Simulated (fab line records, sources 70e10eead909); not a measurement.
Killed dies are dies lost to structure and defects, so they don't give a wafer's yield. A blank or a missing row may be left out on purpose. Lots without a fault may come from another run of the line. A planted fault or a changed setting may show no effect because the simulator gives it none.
fab line records | flow nand_harc
record lots=14 wafers=42 last_day=33
route steps=1302 shown P_BONDPAD@364 A_ZERO_WELL@411 A_ONON_D1@440 A_CHANNEL_HOLE_D1@463
lots that met no fault: from a run of the same line without faults
start_h: hours from the record's first day to the start of the lot's first wafer shown | wait_h: hours since the lot's step before | " the same as in the row above | L1.1+2: a row that stands for several wafers | - no value, or no start given | * or withheld: withheld | < > ~ a bound
route shown NAME@n: a module of which the file shows steps, and the number in the route of the first | usual: mean/standard deviation of fault-free wafers | same: alike in all rows | chamber/n: place in a boat | sites: the reading at each site | _std_site: their standard deviation | _edge_site: outer sites' mean less inner sites' | radius_mm: how far each site lies from the wafer's centre | mask NAME#n: copy n | behind: the tool/chamber that last shaped the wafer | hold: why the lot was held/for how many hours/how that ended | device: the transistor (n, p or np) that didn't switch | end of line: the same wafers' tests at the end of the route | a step without rows: its recipe alone | killed: dies lost to structure and defects at the first sort, not the wafer's yield | map: a wafer's dies, x killed, . not, _ none there
set.NAME: the setting as run; set.NAME@STEP: as run at that earlier step | model.NAME: the simulator's own value behind a step, which no gauge read
steps of the route over a sample of lots; a table a step, a row a wafer
services: from which hour (start_h, from the record's first day; less than 0 if before it) a tool's chamber was out of use, for how many hours, and why
## steps
# step NHARC_P_BONDPAD_CD_MEAS_09
# recipe target_cd_nm=500 landing_energy_ev=500
# usual cd_nm=499.0/1.4
# columns lot.wafer tool chamber start_h wait_h cd_nm
L489.1 cd_sem-02 0 144.10 - 499.5
L489.3 " 0 " " 499.8
L489.6 " 0 " " 499.5
L490.1 cd_sem-03 0 158.11 - 496.9
L490.4 " 0 " " 497.6
L490.5 " 0 " " 499.1
L491.4 cd_sem-02 0 168.28 - 499.2
L491.5 " 0 " " 499.4
L491.6 " 0 " " 500.8
L493.1 cd_sem-03 0 184.11 - 499.9
L493.4 " 0 " " 499.0
L493.6 " 0 " " 498.1
L494.2 cd_sem-02 0 190.00 - 500.0
L494.3 " 0 " " 498.3
L494.5 " 0 " " 497.4
L495.2 cd_sem-02 0 203.80 - 497.1
L495.3 " 0 " " 494.4
L495.4 " 0 " " 497.3
L496.3 cd_sem-01 0 219.04 - 500.8
L496.4 " 0 " " 498.8
L496.5 " 0 " " 500.5
L503.1 cd_sem-02 0 281.60 - 497.3
L503.2 " 0 " " 497.6
L503.6 " 0 " " 498.2
L504.1 cd_sem-02 0 291.75 - 497.7
L504.4 " 0 " " 497.3
L504.6 " 0 " " 497.7
L507.1 cd_sem-02 0 328.28 - 499.5
L507.2 " 0 " " 499.5
L507.5 " 0 " " 499.8
L508.1 cd_sem-03 0 334.09 - 500.8
L508.4 " 0 " " 499.9
L508.5 " 0 " " 499.1
L509.2 cd_sem-03 0 345.08 - 498.3
L509.4 " 0 " " 497.9
L509.5 " 0 " " 497.8
L510.2 cd_sem-03 0 357.35 - 497.3
L510.4 " 0 " " 498.1
L510.6 " 0 " " 499.3
L511.2 cd_sem-01 0 364.71 - 501.1
L511.4 " 0 " " 497.9
L511.6 " 0 " " 500.0
# step NHARC_A_ZERO_WELL_RTA_16
# recipe temp_c=1000 time_s=10
# usual lamp_power_pct=29/4.6 lamp_zone_4_pct=29/4.6 lamp_zone_7_pct=29/4.7 wafer_temp_C_max=1004.7/1.2
# columns lot.wafer tool chamber start_h wait_h lamp_power_pct lamp_zone_4_pct lamp_zone_7_pct wafer_temp_C_max
L489.1 rtp_anneal-02 0 149.52 - 24 24 25 1005.9
L489.3 " 0 " " 24 24 25 1005.1
L489.6 " 0 " " 24 24 25 1005.2
L490.1 rtp_anneal-02 0 163.56 - 24 24 25 1006.5
L490.4 " 0 " " 24 24 25 1006.0
L490.5 " 0 " " 24 24 25 1007.8
L491.4 rtp_anneal-01 0 173.89 - 33 33 34 1004.1
L491.5 " 0 " " 33 33 34 1004.4
L491.6 " 0 " " 33 33 34 1003.7
L493.1 rtp_anneal-02 0 189.53 - 24 24 25 1005.2
L493.4 " 0 " " 24 24 25 1004.2
L493.6 " 0 " " 24 24 25 1004.0
L494.2 rtp_anneal-02 0 195.56 - 24 24 25 1004.1
L494.3 " 0 " " 24 24 25 1006.0
L494.5 " 0 " " 24 24 25 1004.9
L495.2 rtp_anneal-02 0 209.17 - 24 24 25 1004.3
L495.3 " 0 " " 24 24 25 1006.2
L495.4 " 0 " " 24 24 25 1006.5
L496.3 rtp_anneal-01 0 224.49 - 33 33 34 1003.4
L496.4 " 0 " " 33 33 34 1004.6
L496.5 " 0 " " 33 33 34 1004.2
L503.1 rtp_anneal-01 0 286.91 - 33 33 34 1002.2
L503.2 " 0 " " 33 33 34 1004.0
L503.6 " 0 " " 33 33 34 1003.7
L504.1 rtp_anneal-02 0 297.61 - 24 24 25 1007.3
L504.4 " 0 " " 24 24 25 1004.8
L504.6 " 0 " " 24 24 25 1006.7
L507.1 rtp_anneal-02 0 333.79 - 24 24 25 1003.7
L507.2 " 0 " " 24 24 25 1006.0
L507.5 " 0 " " 24 24 25 1004.0
L508.1 rtp_anneal-02 0 339.31 - 24 24 25 1004.3
L508.4 " 0 " " 24 24 25 1005.1
L508.5 " 0 " " 24 24 25 1005.2
L509.2 rtp_anneal-01 0 350.36 - 33 33 34 1004.2
L509.4 " 0 " " 33 33 34 1003.9
L509.5 " 0 " " 33 33 34 1004.7
L510.2 rtp_anneal-01 0 362.69 - 33 33 34 1002.8
L510.4 " 0 " " 33 33 34 1003.1
L510.6 " 0 " " 33 33 34 1002.4
L511.2 rtp_anneal-01 0 369.98 - 33 33 34 1004.0
L511.4 " 0 " " 33 33 34 1004.8
L511.6 " 0 " " 33 33 34 1003.9
# step NHARC_A_ONON_D1_DEP_22
# recipe target_thk_a=10000 n2_flow_sccm=2750 n2o_flow_sccm=2000 nh3_flow_sccm=500 sih4_flow_sccm=210 temp_c=400
# usual n2_flow_sccm=2752/8.4 n2o_flow_sccm=2000/5.5
# columns lot.wafer tool chamber start_h wait_h n2_flow_sccm n2o_flow_sccm
L489.1 pecvd_onon-04 0 180.94 0.1 2761 2007
L489.3 " 0 " " 2761 1997
L489.6 " 0 " " 2744 2000
L490.1 pecvd_onon-04 0 198.38 0.1 2746 1994
L490.4 " 0 " " 2741 1995
L490.5 " 0 " " 2741 1992
L491.4 pecvd_onon-02 0 208.20 0.2 2754 2008
L491.5 " 0 " " 2753 2003
L491.6 " 0 " " 2746 2001
L493.1 pecvd_onon-01 0 227.22 0.1 2756 1999
L493.4 " 0 " " 2766 1993
L493.6 " 0 " " 2764 2000
L494.2 pecvd_onon-04 0 227.29 0.1 2753 2001
L494.3 " 0 " " 2741 1996
L494.5 " 0 " " 2751 1996
L495.2 pecvd_onon-04 0 241.14 0.1 2764 1989
L495.3 " 0 " " 2753 1990
L495.4 " 0 " " 2766 1991
L496.3 pecvd_onon-04 0 256.00 0.2 2755 1993
L496.4 " 0 " " 2761 2004
L496.5 " 0 " " 2759 2002
L503.1 pecvd_onon-02 0 322.19 0.1 2757 2400
L503.2 " 0 " " 2739 2404
L503.6 " 0 " " 2741 2405
L504.1 pecvd_onon-02 0 331.69 0.1 2735 2403
L504.4 " 0 " " 2750 2412
L504.6 " 0 " " 2748 2398
L507.1 pecvd_onon-01 0 365.95 0.1 2740 2001
L507.2 " 0 " " 2739 1988
L507.5 " 0 " " 2743 1989
L508.1 pecvd_onon-01 0 372.97 0.1 2749 2000
L508.4 " 0 " " 2741 2003
L508.5 " 0 " " 2758 1996
L509.2 pecvd_onon-04 0 386.16 0.1 2762 1999
L509.4 " 0 " " 2755 2008
L509.5 " 0 " " 2751 1996
L510.2 pecvd_onon-01 0 397.48 0.1 2769 1998
L510.4 " 0 " " 2750 2008
L510.6 " 0 " " 2759 1998
L511.2 pecvd_onon-02 0 402.53 0.1 2750 2004
L511.4 " 0 " " 2767 2002
L511.6 " 0 " " 2757 2007
# step NHARC_A_CHANNEL_HOLE_D1_OVL_MEAS_11
# usual overlay_x_nm=0.3/0.87 overlay_y_nm=-0.1/0.73
# columns lot.wafer tool chamber start_h wait_h overlay_x_nm overlay_y_nm
L489.1 overlay-01 - 187.39 - -0.4 -1.9
L489.3 " - " " -0.4 -1.8
L489.6 " - " " -0.2 -1.8
L490.1 overlay-02 - 205.36 - 0.5 0.7
L490.4 " - " " 0.4 1.0
L490.5 " - " " 1.5 0.5
L491.4 overlay-01 - 212.90 - 0.3 -0.3
L491.5 " - " " 0.4 -0.2
L491.6 " - " " -0.1 -0.4
L493.1 overlay-01 - 233.99 - 0.7 0.7
L493.4 " - " " 0.8 0.6
L493.6 " - " " 0.7 0.1
L494.2 overlay-02 - 234.18 - -0.2 -1.3
L494.3 " - " " -0.6 -1.1
L494.5 " - " " -0.1 -0.7
L495.2 overlay-01 - 248.58 - 1.3 0.0
L495.3 " - " " 1.1 0.1
L495.4 " - " " 1.4 0.5
L496.3 overlay-02 - 260.92 - -1.3 0.2
L496.4 " - " " -0.8 0.0
L496.5 " - " " -0.8 -0.3
L503.1 overlay-02 - 330.37 - 0.7 -0.4
L503.2 " - " " -0.2 -1.1
L503.6 " - " " 0.0 -0.6
L504.1 overlay-01 - 336.53 - 1.6 -0.1
L504.4 " - " " 2.0 -0.4
L504.6 " - " " 2.4 0.1
L507.1 overlay-02 - 372.14 - 1.3 -0.8
L507.2 " - " " 1.3 -0.3
L507.5 " - " " 1.7 -0.3
L508.1 overlay-01 - 382.22 - 0.3 0.9
L508.4 " - " " 0.6 -0.2
L508.5 " - " " 0.5 0.6
L509.2 overlay-02 - 390.98 - 0.3 0.1
L509.4 " - " " 0.5 -0.1
L509.5 " - " " 0.5 0.1
L510.2 overlay-01 - 402.30 - 0.2 -0.3
L510.4 " - " " 0.1 -0.5
L510.6 " - " " -0.2 -0.4
L511.2 overlay-01 - 407.92 - 0.2 -1.0
L511.4 " - " " -0.6 -1.1
L511.6 " - " " 0.1 -1.3
## services
# columns tool chamber start_h hours kind
pecvd_onon-04 - 130.30 13.0 pm
pecvd_onon-02 - 185.38 13.0 pm
pecvd_onon-01 - 269.40 13.0 pm
pecvd_onon-04 - 311.62 13.0 pm
pecvd_onon-02 - 366.38 13.0 pm
rtp_anneal-01 - 372.11 12.0 pm
## key
first_sign step=NHARC_A_ONON_D1_DEP_22 reading=n2o_flow_sccm direction=up sigmas=73 usual=2000 struck=2404
effect none on later readings
met_at NHARC_A_ONON_D1_DEP_22
struck_lots L503,L504
tester_left_out L503,L504
not_acting_at NHARC_P_BONDPAD_CD_MEAS_09,NHARC_A_ZERO_WELL_RTA_16,NHARC_A_CHANNEL_HOLE_D1_OVL_MEAS_11
onset_between 208.20 322.19
fault kind=process_parameter_drift tool=pecvd_onon-02 chamber=- onset_h=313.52 steps=NHARC_A_ONON_D1_DEP_22 channel=n2o_flow_sccm offset=400 shape=step end_h=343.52 acts_in=these_recipes_only stated=2000
# tester_left_out: of these lots the tester's yield and bins aren't shown, on N5 and GAA mostly nor the transistor test; their killed dies are dies lost to structure and defects alone, not to doping, threshold or leakage, so they don't give the yield
